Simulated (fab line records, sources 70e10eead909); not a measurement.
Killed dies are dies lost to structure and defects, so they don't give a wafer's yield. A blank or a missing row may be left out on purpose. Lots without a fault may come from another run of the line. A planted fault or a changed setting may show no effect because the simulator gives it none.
Which tool did it? | flow nand_harc | 11 lots, 33 wafers sampled, at 4 steps of a route of 1159

WHAT THE GAUGES READ, wafer by wafer
NHARC_A_M0_CD_MEAS_09: target cd 80 nm.
lot  | measured     | on        | cd_nm (nm)
L832 | day 17 16:12 | cd_sem-03 | 80.5 79.5 78.9
L833 | day 17 20:58 | cd_sem-03 | 80.6 80.4 80.0
L834 | day 17 22:08 | cd_sem-02 | 79.4 79.8 80.6
L836 | day 18 09:39 | cd_sem-02 | 80.9 80.3 81.2
L840 | day 19 04:23 | cd_sem-01 | 80.4 81.3 81.8
L843 | day 19 13:38 | cd_sem-02 | 80.6 80.6 79.8
L841 | day 19 20:10 | cd_sem-01 | 81.2 79.9 79.3
L844 | day 20 06:43 | cd_sem-03 | 78.0 79.3 79.0
L845 | day 20 09:56 | cd_sem-02 | 80.7 81.5 80.7
L850 | day 22 03:19 | cd_sem-02 | 92.4 93.3 92.2
L855 | day 23 04:14 | cd_sem-01 | 93.2 93.5 93.9

WHICH TOOL RAN EACH LOT (tool, then ch and the chambers of the sampled wafers, then the start)
lot  | NHARC_A_BLC_ETCH_18                           | NHARC_A_BLC_CVD_24                       | NHARC_A_M0_PEB_07
L832 | rie_diel-01 ch 0,3, day 17 16:07 or earlier   | cvd_w-01 ch 0,1, day 17 16:07 or earlier | litho_track-04 ch 0, day 17 16:07
L833 | rie_diel-13 ch 0,1,3, day 17 20:53 or earlier | cvd_w-02 ch 0,1, day 17 20:53 or earlier | litho_track-01 ch 0, day 17 20:53
L834 | rie_diel-01 ch 0,1,2, day 17 22:03 or earlier | cvd_w-01 ch 0,1, day 17 22:03 or earlier | litho_track-01 ch 0, day 17 22:03
L836 | rie_diel-01 ch 0,1,3, day 18 09:34 or earlier | cvd_w-01 ch 0,1, day 18 09:34 or earlier | litho_track-06 ch 0, day 18 09:34
L840 | rie_diel-01 ch 0,1,2, day 19 04:18 or earlier | cvd_w-02 ch 0,1, day 19 04:18 or earlier | litho_track-01 ch 0, day 19 04:18
L843 | rie_diel-01 ch 0,1,2, day 19 13:33 or earlier | cvd_w-01 ch 0,1, day 19 13:33 or earlier | litho_track-06 ch 0, day 19 13:33
L841 | rie_diel-01 ch 0,1,2, day 19 20:05 or earlier | cvd_w-02 ch 0,1, day 19 20:05 or earlier | litho_track-04 ch 0, day 19 20:05
L844 | rie_diel-04 ch 0,1,2, day 20 06:38 or earlier | cvd_w-01 ch 0,1, day 20 06:38 or earlier | litho_track-01 ch 0, day 20 06:38
L845 | rie_diel-13 ch 0,1, day 20 09:51 or earlier   | cvd_w-02 ch 1, day 20 09:51 or earlier   | litho_track-06 ch 0, day 20 09:51
L850 | rie_diel-13 ch 0,1,3, day 22 03:14 or earlier | cvd_w-01 ch 0,1, day 22 03:14 or earlier | litho_track-06 ch 0, day 22 03:14
L855 | rie_diel-01 ch 0,3, day 23 04:10 or earlier   | cvd_w-02 ch 0,1, day 23 04:10 or earlier | litho_track-06 ch 0, day 23 04:10
- NHARC_A_BLC_ETCH_18: etches the open film in C4F8/O2/Ar, target depth 910 nm.
- NHARC_A_BLC_CVD_24: deposits W, target thk 150 nm, time 434 s.
- NHARC_A_M0_PEB_07: peb time 65 s.

THE ANSWER, worked out from the rows above alone
Rule: what is usual is taken from the lots themselves. Put in order of their means at a reading, lots are off if they are a third of the lots or fewer, leave a main group of 4 or more, and stand apart from it by a gap of 3 or more times the standard deviation of the main group's means; of several such gaps the widest counts. A main group whose means are all the same, to the digits that the tables above print for the reading, isn't used. A lot without any number at a reading at which 4 lots or more have one is off too. The other lots that the step has rows for count as sound.
Off: L850, L855, at NHARC_A_M0_CD_MEAS_09 (cd_nm). The main group: mean 80.2 nm, standard deviation 0.7.
A tool fits if, at a process step before that reading, it ran every lot that is off, and no sound lot after the first of them. The gauges at NHARC_A_M0_CD_MEAS_09 are tried like those tools. NHARC_A_BLC_ETCH_18 gives no start for some lots, so the hours and the order of its lots are those of NHARC_A_M0_PEB_07. NHARC_A_BLC_CVD_24 gives no start for some lots, so the hours and the order of its lots are those of NHARC_A_M0_PEB_07. One fits: litho_track-06 at NHARC_A_M0_PEB_07. Its last sound lot is L845 (day 20 09:51), its first lot that is off L850 (day 22 03:14): a fault that began between those two fits.

WHAT THE SIMULATOR HAD PUT IN
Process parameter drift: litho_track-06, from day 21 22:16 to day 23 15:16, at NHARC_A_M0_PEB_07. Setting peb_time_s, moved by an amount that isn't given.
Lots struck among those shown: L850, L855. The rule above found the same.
